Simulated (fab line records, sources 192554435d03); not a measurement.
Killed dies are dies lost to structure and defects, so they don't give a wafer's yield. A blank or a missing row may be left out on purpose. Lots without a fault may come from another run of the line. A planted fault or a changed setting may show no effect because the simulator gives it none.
fab line records | flow n5_finfet
record lots=7 wafers=21
route steps=1938 shown BEOL_M5@1160 BEOL_M7@1266 BEOL_M8@1349
start_h: hours from the record's first day to the start of the lot's first wafer shown | wait_h: hours since the lot's step before | " the same as in the row above | L1.1+2: a row that stands for several wafers | - no value, or no start given | * or withheld: withheld | < > ~ a bound
route shown NAME@n: a module of which the file shows steps, and the number in the route of the first | usual: mean/standard deviation of fault-free wafers | same: alike in all rows | chamber/n: place in a boat | sites: the reading at each site | _std_site: their standard deviation | _edge_site: outer sites' mean less inner sites' | radius_mm: how far each site lies from the wafer's centre | mask NAME#n: copy n | behind: the tool/chamber that last shaped the wafer | hold: why the lot was held/for how many hours/how that ended | device: the transistor (n, p or np) that didn't switch | end of line: the same wafers' tests at the end of the route | a step without rows: its recipe alone | killed: dies lost to structure and defects at the first sort, not the wafer's yield | map: a wafer's dies, x killed, . not, _ none there
set.NAME: the setting as run; set.NAME@STEP: as run at that earlier step | model.NAME: the simulator's own value behind a step, which no gauge read
lots whose settings were changed on purpose; a table a step, a row a wafer
## steps
# step N5_BEOL_M5_TRENCH_ETCH_37
# recipe chemistry=C4F6/O2 target_depth_a=716.52 target=SiCOH_lowk time_s=24.7 ion_energy_ev=250 pressure_mtorr=30 source_w=345 bias_w=185 Ar_flow_sccm=300 C4F6_flow_sccm=10 O2_flow_sccm=10
# columns lot.wafer tool chamber start_h wait_h set.time_s model.BEOL_M5.feature_depth_nm model.etch.depth_nm
L078.1 rie_diel-05 2 - - 24.7 69.4 69.39
L078.2 " 3 " " 20.77 59.8 59.76
L078.4 " 0 " " 20.77 60 60.08
L079.4 rie_diel-05 1 - - 20.81 58.6 58.51
L079.5 " 2 " " 24.7 70 69.98
L079.6 " 3 " " 20.81 60 60.09
L080.2 rie_diel-01 1 - - 24.7 72.2 72.11
L080.3 " 2 " " 24.7 70 70.07
L080.5 " 2 " " 22.52 64.2 64.18
L081.1 rie_diel-01 1 - - 24.7 71.6 71.69
L081.2 " 0 " " 29.85 86.6 86.6
L081.3 " 2 " " 24.7 70.4 70.49
L083.2 rie_diel-05 3 - - 24.7 71.2 71.23
L083.3 " 0 " " 23.31 67.8 67.82
L083.4 " 1 " " 23.31 66 66.03
L084.1 rie_diel-01 3 - - 24.7 70.6 70.6
L084.2 " 0 " " 24.7 70.2 70.22
L084.4 " 2 " " 24.7 69.4 69.35
L095.2 rie_diel-05 1 - - 29.65 84 84.05
L095.3 " 2 " " 29.65 84.4 84.44
L095.5 " 0 " " 24.7 72.4 72.37
# step N5_BEOL_M5_ETCH_41
# recipe chemistry=CH3F/O2 target=SiCN target_depth_a=315 taper_deg=2 time_s=56.7 ion_energy_ev=120 mask_material=TiN pressure_mtorr=30 source_w=395 bias_w=75 Ar_flow_sccm=150 CH3F_flow_sccm=30 O2_flow_sccm=20
# step N5_BEOL_M5_STRIP_91
# recipe chemistry=N2/H2 time_s=10 power_w=450 temp_c=40 pressure_mtorr=20 rf_frequency_hz=6e+07 bias_power_w=7 n2_flow_sccm=200 h2_flow_sccm=200
# step N5_BEOL_M5_OCD_MEAS_38
# usual trench_depth_nm=70.9/1.2
# columns lot.wafer tool chamber start_h wait_h set.time_s@BEOL_M5_TRENCH_ETCH_37 trench_depth_nm
L078.1 ocd-02 - 191.17 - 24.7 69.2
L078.2 " - " " 20.77 59.9
L078.4 " - " " 20.77 60.0
L079.4 ocd-02 - 197.48 - 20.81 58.6
L079.5 " - " " 24.7 69.8
L079.6 " - " " 20.81 60.2
L080.2 ocd-02 - 203.47 - 24.7 72.5
L080.3 " - " " 24.7 69.9
L080.5 " - " " 22.52 64.3
L081.1 ocd-01 - 211.24 - 24.7 71.7
L081.2 " - " " 29.85 86.4
L081.3 " - " " 24.7 70.3
L083.2 ocd-01 - 212.65 - 24.7 71.4
L083.3 " - " " 23.31 67.7
L083.4 " - " " 23.31 66.3
L084.1 ocd-01 - 218.48 - 24.7 70.7
L084.2 " - " " 24.7 70.3
L084.4 " - " " 24.7 69.1
L095.2 ocd-02 - 294.17 - 29.65 83.6
L095.3 " - " " 29.65 83.9
L095.5 " - " " 24.7 72.3
# step N5_BEOL_M5_HM_STRIP_39
# recipe chemistry=peroxide_tin_strip material=TiN target_depth_a=250 temp_c=50 time_s=158
# step N5_BEOL_M5_SRD_40
# recipe time_s=30 temp_c=23 rinse_liquid=diw dry=ipa_marangoni
# step N5_BEOL_M5_ECD_50
# recipe material=Cu target_thk_a=3000
# step N5_BEOL_M5_ANNEAL_51
# recipe temp_c=225 time_s=90 ambient=N2
# step N5_BEOL_M5_CMP_52
# recipe stop_on=SiCOH_lowk t_overpolish_s=6.9 down_force_psi=1 platen_rpm=50 clearing_platen_down_force_psi=1.5 clearing_platen_rpm=50 post_cmp_clean=cu_alkaline target_thk_nm=62 clearing_platen_pad_velocity_m_s=0.99484 pad_velocity_m_s=0.99484
# columns lot.wafer tool chamber start_h wait_h set.time_s@BEOL_M5_TRENCH_ETCH_37 model.Cu_of_BEOL_M5_ECD_50.thk_nm
L078.2 cmp-04 1 197.11 0.2 20.77 50.2
L078.4 " 3 " " 20.77 49.8
L078.1 " 0 " " 24.7 58.4
L079.4 cmp-02 2 205.11 0.1 20.81 49.4
L079.5 " 2 " " 24.7 60.6
L079.6 " 3 " " 20.81 50
L080.3 cmp-01 2 209.83 0.3 24.7 59.6
L080.2 " 3 " " 24.7 61.6
L080.5 " 1 " " 22.52 54
L081.2 cmp-02 1 217.20 0.2 29.85 76.6
L081.3 " 2 " " 24.7 58.6
L081.1 " 0 " " 24.7 60.6
L083.2 cmp-02 1 218.84 0.2 24.7 61.4
L083.4 " 2 " " 23.31 56.4
L083.3 " 0 " " 23.31 56.6
L084.2 cmp-02 1 225.00 0.4 24.7 59.4
L084.1 " 2 " " 24.7 60.6
L084.4 " 0 " " 24.7 57.2
L095.3 cmp-02 0 300.15 0.2 29.65 73.6
L095.2 " 3 " " 29.65 72.8
L095.5 " 0 " " 24.7 60.8
# step N5_BEOL_M5_THK_MEAS_53
# recipe thk_meas_gauge=xrf reads=Cu_of_BEOL_M5_ECD_50
# usual M5_THK=61.4/1.5
# columns lot.wafer tool chamber start_h wait_h set.time_s@BEOL_M5_TRENCH_ETCH_37 M5_THK[nm]
L078.1 film_metro-01 - 197.41 - 24.7 58.5
L078.2 " - " " 20.77 50.1
L078.4 " - " " 20.77 50.1
L079.4 film_metro-02 - 205.41 - 20.81 49.6
L079.5 " - " " 24.7 61.1
L079.6 " - " " 20.81 50.1
L080.2 film_metro-01 - 210.05 - 24.7 62.1
L080.3 " - " " 24.7 59.8
L080.5 " - " " 22.52 54.5
L081.1 film_metro-01 - 217.49 - 24.7 60.6
L081.2 " - " " 29.85 76.7
L081.3 " - " " 24.7 58.9
L083.2 film_metro-02 - 219.14 - 24.7 62.3
L083.3 " - " " 23.31 57.6
L083.4 " - " " 23.31 57.1
L084.1 film_metro-01 - 225.30 - 24.7 60.6
L084.2 " - " " 24.7 59.6
L084.4 " - " " 24.7 57.1
L095.2 film_metro-01 - 300.44 - 29.65 72.3
L095.3 " - " " 29.65 73.5
L095.5 " - " " 24.7 60.5
# step N5_BEOL_M5_PRE_CLEAN_77
# recipe gas=NH3/H2 time_s=15 temp_c=* rf_power_w=300
# step N5_BEOL_M5_CO_CAP_78
# recipe material=Co target_thk_a=20 temp_c=200 precursor=CCTBA/H2 pressure_torr=30 time_s=102.1
# step N5_BEOL_M5_PRE_CLEAN_55
# recipe gas=NH3 time_s=15 temp_c=withheld rf_power_w=300
# step N5_BEOL_M5_DEP_56
# recipe material=SiCN target_thk_a=80 temp_c=withheld precursor=3MS/NH3 pressure_torr=3 rf_w=202 time_s=14
# step N5_BEOL_M5_RS_MEAS_57
# recipe thk_meas_gauge=four-point-probe reads=Co_of_BEOL_M5_CO_CAP_78+Cu_of_BEOL_M5_ECD_50+Co_of_BEOL_M5_CVD_47+TaN_of_BEOL_M5_ALD_86
# usual M5_RS=0.393/0.012
# columns lot.wafer tool chamber start_h wait_h set.time_s@BEOL_M5_TRENCH_ETCH_37 M5_RS[ohm/sq]
L078.1 film_metro-02 - 197.67 0.0 24.7 0.415
L078.2 " - " " 20.77 0.501
L078.4 " - " " 20.77 0.506
L079.4 film_metro-01 - 205.67 0.0 20.81 0.511
L079.5 " - " " 24.7 0.398
L079.6 " - " " 20.81 0.504
L080.2 film_metro-01 - 210.31 0.1 24.7 0.388
L080.3 " - " " 24.7 0.404
L080.5 " - " " 22.52 0.458
L081.1 film_metro-01 - 217.75 0.0 24.7 0.397
L081.2 " - " " 29.85 0.300
L081.3 " - " " 24.7 0.415
L083.2 film_metro-01 - 219.40 0.1 24.7 0.392
L083.3 " - " " 23.31 0.431
L083.4 " - " " 23.31 0.433
L084.1 film_metro-02 - 225.56 0.0 24.7 0.398
L084.2 " - " " 24.7 0.406
L084.4 " - " " 24.7 0.427
L095.2 film_metro-02 - 300.71 0.1 29.65 0.319
L095.3 " - " " 29.65 0.314
L095.5 " - " " 24.7 0.395
# step N5_BEOL_M7_PECVD_70
# recipe material=SiO2 target_thk_a=200 temp_c=400 precursor=TEOS/O2 pressure_torr=5.5 rf_w=450 teos_flow_sccm=53.8 gas=O2 flow_sccm=3000 time_s=22.7
# columns lot.wafer tool chamber start_h wait_h set.temp_c model.SiO2_of_BEOL_M7_PECVD_70.thk_nm
L078.1 pecvd-04 1 206.69 0.0 405.6 19.2
L078.2 " 0 " " 400 19.8
L078.4 " 0 " " 400 20
L079.4 pecvd-03 0 212.80 0.1 400 20.4
L079.5 " 2 " " 400 19.8
L079.6 " 1 " " 400 20.2
L080.2 pecvd-01 1 216.35 0.0 400 20
L080.3+5 " 0 " " 408.7 18.6
L081.1+2 pecvd-03 2,0 223.10 0.0 400 19.4
L081.3 " 1 " " 400 19.8
L083.2 pecvd-01 0 225.11 0.0 385.3 21.8
L083.3 " 2 " " 400 20
L083.4 " 0 " " 385.3 22.6
L084.1 pecvd-03 0 231.80 0.0 400 20
L084.2 " 1 " " 400 19.8
L084.4 " 2 " " 400 19.6
L095.2 pecvd-04 0 311.03 0.0 390.8 20.8
L095.3 " 1 " " 390.8 21
L095.5 " 1 " " 390.8 21.2
# step N5_BEOL_M7_COAT_05
# recipe resist=CAR-ArF spin_rpm=1500 resist_thk_nm=90
# columns lot.wafer tool chamber start_h wait_h set.spin_rpm model.CAR-ArF_of_BEOL_M7_COAT_05.thk_nm
L078.1+2 litho_track-04 0 - - 1554 88.2
L078.4 " 0 " " 1500 90
L079.4 litho_track-05 0 - - 1500 89.8
L079.5 " 0 " " 1500 90
L079.6 " 0 " " 1441 91.8
L080.2 litho_track-03 0 - - 1639 86.2
L080.3 " 0 " " 1500 89.8
L080.5 " 0 " " 1639 86
L081.1 litho_track-04 0 - - 1500 90
L081.2 " 0 " " 1500 89.6
L081.3 " 0 " " 1397 93
L083.2+4 litho_track-04 0 - - 1657 86
L083.3 " 0 " " 1500 90.2
L084.1 litho_track-05 0 - - 1500 89.8
L084.2+4 " 0 " " 1500 90.2
L095.2+3 litho_track-05 0 - - 1500 90
L095.5 " 0 " " 1500 89.8
# step N5_BEOL_M7_DESCUM_33
# recipe chemistry=O2 time_s=7 source_power_w=50 bias_power_w=20 pressure_mtorr=20 rf_frequency_hz=2.712e+07 temp_c=40 resist=CAR-EUV o2_flow_sccm=225
# columns lot.wafer tool chamber start_h wait_h set.time_s model.CAR-EUV_of_BEOL_M7_COAT_22.thk_nm
L078.1 rie_diel-05 0 209.32 0.0 8.196 25.4
L078.2+4 " 3,1 " " 7 26
L079.4+6 rie_diel-01 0,2 214.92 0.0 8.299 25.6
L079.5 " 3 " " 7 26.2
L080.2 rie_diel-06 2 218.48 0.0 7 26
L080.3 " 0 " " 6.512 26.2
L080.5 " 1 " " 6.512 26.4
L081.1+2+3 rie_diel-06 2,0,1 224.51 0.0 7 26
L083.2+3 rie_diel-06 1,3 226.87 0.0 7 26
L083.4 " 0 " " 7 26.2
L084.1 rie_diel-06 0 234.82 0.2 7 26
L084.2+4 " 2,3 " " 7 26.2
L095.2 rie_diel-05 2 315.18 0.0 7.589 25.8
L095.3 " 1 " " 7 26
L095.5 " 1 " " 7 26.2
# step N5_BEOL_M7_ETCH_72
# recipe chemistry=N2/H2 target=underlayer target_depth_a=65 mask_material=CAR-EUV time_s=5.2 ion_energy_ev=200 pressure_mtorr=30 source_w=840 bias_w=150 n2_flow_sccm=200 h2_flow_sccm=200 ends=cleared
# columns lot.wafer tool chamber start_h wait_h set.time_s@BEOL_M7_DESCUM_33 model.CAR-EUV_of_BEOL_M7_COAT_22.thk_nm
L078.1 rie_diel-05 0 209.36 0.0 8.196 19.8
L078.2+4 " 3,1 " " 7 20.4
L079.4 rie_diel-01 0 214.96 0.0 8.299 20
L079.5 " 3 " " 7 20.4
L079.6 " 2 " " 8.299 19.8
L080.2 rie_diel-06 2 218.51 0.0 7 20.4
L080.3 " 0 " " 6.512 20.4
L080.5 " 1 " " 6.512 20.6
L081.1+2 rie_diel-06 2,0 224.54 0.0 7 20.2
L081.3 " 1 " " 7 20.4
L083.2+4 rie_diel-06 1,0 226.90 0.0 7 20.4
L083.3 " 3 " " 7 20.2
L084.1+2+4 rie_diel-06 0,2,3 234.85 0.0 7 20.4
L095.2 rie_diel-05 2 315.22 0.0 7.589 20.2
L095.3+5 " 1 " " 7 20.4
# step N5_BEOL_M7_ETCH_65
# recipe chemistry=CF4 target=SiARC target_depth_a=156 mask_material=CAR-EUV time_s=26 ion_energy_ev=80 pressure_mtorr=40 source_w=545 bias_w=36 Ar_flow_sccm=100 cf4_flow_sccm=100 ends=cleared
# columns lot.wafer tool chamber start_h wait_h set.time_s@BEOL_M7_DESCUM_33 model.CAR-EUV_of_BEOL_M7_COAT_22.thk_nm
L078.1 rie_diel-05 0 209.38 0.0 8.196 10.6
L078.2+4 " 3,1 " " 7 11
L079.4 rie_diel-01 0 214.97 0.0 8.299 10.8
L079.5 " 3 " " 7 11.2
L079.6 " 2 " " 8.299 10.6
L080.2 rie_diel-06 2 218.53 0.0 7 11.2
L080.3+5 " 0,1 " " 6.512 11.4
L081.1+2 rie_diel-06 2,0 224.56 0.0 7 11
L081.3 " 1 " " 7 11.2
L083.2+4 rie_diel-06 1,0 226.92 0.0 7 11.2
L083.3 " 3 " " 7 11
L084.1+2+4 rie_diel-06 0,2,3 234.87 0.0 7 11.2
L095.2 rie_diel-05 2 315.24 0.0 7.589 11
L095.3+5 " 1 " " 7 11.2
# step N5_BEOL_M7_TRENCH_ETCH_37
# recipe chemistry=C4F6/O2 target_depth_a=934.78 target=SiCOH_lowk time_s=31.2 ion_energy_ev=250 pressure_mtorr=30 source_w=345 bias_w=185 Ar_flow_sccm=300 C4F6_flow_sccm=10 O2_flow_sccm=10
# usual rf_vpp_V=664/10
# columns lot.wafer tool chamber start_h wait_h set.bias_w rf_vpp_V
L078.1 rie_diel-05 0 - - 185 671
L078.2 " 3 " " 173.2 626
L078.4 " 1 " " 185 649
L079.4 rie_diel-01 0 - - 204.5 750
L079.5 " 3 " " 204.5 724
L079.6 " 2 " " 185 689
L080.2 rie_diel-06 2 - - 206.7 719
L080.3 " 0 " " 185 657
L080.5 " 1 " " 185 668
L081.1 rie_diel-06 2 - - 171.3 620
L081.2 " 0 " " 185 655
L081.3 " 1 " " 171.3 627
L083.2 rie_diel-06 1 - - 167.3 616
L083.3 " 3 " " 167.3 607
L083.4 " 0 " " 167.3 606
L084.1 rie_diel-06 0 - - 185 657
L084.2 " 2 " " 185 659
L084.4 " 3 " " 185 658
L095.2 rie_diel-05 2 - - 156.4 582
L095.3 " 1 " " 185 647
L095.5 " 1 " " 156.4 565
# step N5_BEOL_M8_ETCH_61
# recipe chemistry=CF4 target=SiARC target_depth_a=455 mask_material=CAR-ArF time_s=75.8 ion_energy_ev=80 pressure_mtorr=40 source_w=545 bias_w=36 Ar_flow_sccm=100 cf4_flow_sccm=100 ends=cleared
# usual rf_vpp_V=184.1/1.3
# columns lot.wafer tool chamber start_h wait_h set.bias_w rf_vpp_V
L078.1 rie_diel-04 0 214.17 0.0 36 183.7
L078.2 " 1 " " 36 184.0
L078.4 " 3 " " 36 182.4
L079.4 rie_diel-03 1 219.46 0.0 40.27 199.3
L079.5 " 3 " " 40.27 200.0
L079.6 " 2 " " 36 184.6
L080.2 rie_diel-02 3 222.22 0.0 36 184.9
L080.3 " 1 " " 36 186.9
L080.5 " 0 " " 36 183.2
L081.1 rie_diel-03 1 228.34 0.0 36 183.2
L081.2 " 3 " " 31.02 169.3
L081.3 " 2 " " 31.02 166.8
L083.2 rie_diel-04 3 230.56 0.0 36 182.6
L083.3 " 0 " " 39.8 196.7
L083.4 " 1 " " 39.8 197.0
L084.1 rie_diel-03 2 238.53 0.0 36 183.6
L084.2 " 1 " " 36 184.2
L084.4 " 1 " " 36 184.7
L095.2 rie_diel-04 0 321.79 0.0 33.55 174.9
L095.3 " 3 " " 36 182.4
L095.5 " 2 " " 33.55 174.7
# step N5_BEOL_M8_ETCH_62
# recipe chemistry=N2/H2 target=SOC target_depth_a=1100 overetch_a=220 mask_material=SiARC temp_c=40 time_s=165 ion_energy_ev=200 pressure_mtorr=30 source_w=840 bias_w=150 n2_flow_sccm=200 h2_flow_sccm=200
# usual rf_vpp_V=524.2/2.9
# columns lot.wafer tool chamber start_h wait_h set.bias_w rf_vpp_V model.SiARC_of_BEOL_M8_COAT_60.thk_nm
L078.1 rie_diel-04 0 214.23 0.0 150 524.3 28
L078.2 " 1 " " 125.9 468.2 29.6
L078.4 " 3 " " 150 523.3 28
L079.4 rie_diel-03 1 219.56 0.1 150 524.7 28.6
L079.5 " 3 " " 150 528.3 28.2
L079.6 " 2 " " 150 523.2 28.6
L080.2 rie_diel-02 3 222.28 0.0 150 524.9 28.4
L080.3 " 1 " " 150 525.5 28.2
L080.5 " 0 " " 150 520.3 28.2
L081.1 rie_diel-03 1 228.39 0.0 150 524.7 28.6
L081.2 " 3 " " 174.3 581.6 26.8
L081.3 " 2 " " 174.3 576.2 27.2
L083.2 rie_diel-04 3 230.62 0.0 150 521.8 28.2
L083.3 " 0 " " 150 521.8 28
L083.4 " 1 " " 150 525.1 28.2
L084.1 rie_diel-03 2 238.59 0.0 150 523.4 28.6
L084.2 " 1 " " 150 525.1 28.6
L084.4 " 1 " " 150 524.7 28.6
L095.2 rie_diel-04 0 321.84 0.0 168.5 562.2 27
L095.3 " 3 " " 150 521.0 28
L095.5 " 2 " " 150 520.2 28
## key
split step=N5_BEOL_M5_TRENCH_ETCH_37 setting=time_s stated=24.7 by=wafer
response step=N5_BEOL_M5_TRENCH_ETCH_37 reading=model.BEOL_M5.feature_depth_nm change=+0.668 per=1% r=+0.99
response step=N5_BEOL_M5_TRENCH_ETCH_37 reading=model.etch.depth_nm change=+0.667 per=1% r=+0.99
response step=N5_BEOL_M5_OCD_MEAS_38 reading=trench_depth_nm change=+0.653 per=1% r=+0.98
response step=N5_BEOL_M5_CMP_52 reading=model.Cu_of_BEOL_M5_ECD_50.thk_nm change=+0.687 per=1% r=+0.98
response step=N5_BEOL_M5_THK_MEAS_53 reading=M5_THK change=+0.689 per=1% r=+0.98
response step=N5_BEOL_M5_RS_MEAS_57 reading=M5_RS change=-0.00532 per=1% r=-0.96
split step=N5_BEOL_M7_PECVD_70 setting=temp_c stated=400 by=wafer
response step=N5_BEOL_M7_PECVD_70 reading=model.SiO2_of_BEOL_M7_PECVD_70.thk_nm change=-0.6 per=1% r=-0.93
split step=N5_BEOL_M7_COAT_05 setting=spin_rpm stated=1500 by=wafer
response step=N5_BEOL_M7_COAT_05 reading=model.CAR-ArF_of_BEOL_M7_COAT_05.thk_nm change=-0.421 per=1% r=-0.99
split step=N5_BEOL_M7_DESCUM_33 setting=time_s stated=7 by=wafer
response step=N5_BEOL_M7_DESCUM_33 reading=model.CAR-EUV_of_BEOL_M7_COAT_22.thk_nm change=-0.0344 per=1% r=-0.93
response step=N5_BEOL_M7_ETCH_72 reading=model.CAR-EUV_of_BEOL_M7_COAT_22.thk_nm change=-0.029 per=1% r=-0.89
response step=N5_BEOL_M7_ETCH_65 reading=model.CAR-EUV_of_BEOL_M7_COAT_22.thk_nm change=-0.0254 per=1% r=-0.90
split step=N5_BEOL_M7_TRENCH_ETCH_37 setting=bias_w stated=185 by=wafer
response step=N5_BEOL_M7_TRENCH_ETCH_37 reading=rf_vpp_V change=+4.74 per=1% r=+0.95
split step=N5_BEOL_M8_ETCH_61 setting=bias_w stated=36 by=wafer
response step=N5_BEOL_M8_ETCH_61 reading=rf_vpp_V change=+1.21 per=1% r=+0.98
split step=N5_BEOL_M8_ETCH_62 setting=bias_w stated=150 by=wafer
response step=N5_BEOL_M8_ETCH_62 reading=rf_vpp_V change=+3.4 per=1% r=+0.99
response step=N5_BEOL_M8_ETCH_62 reading=model.SiARC_of_BEOL_M8_COAT_60.thk_nm change=-0.0951 per=1% r=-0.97
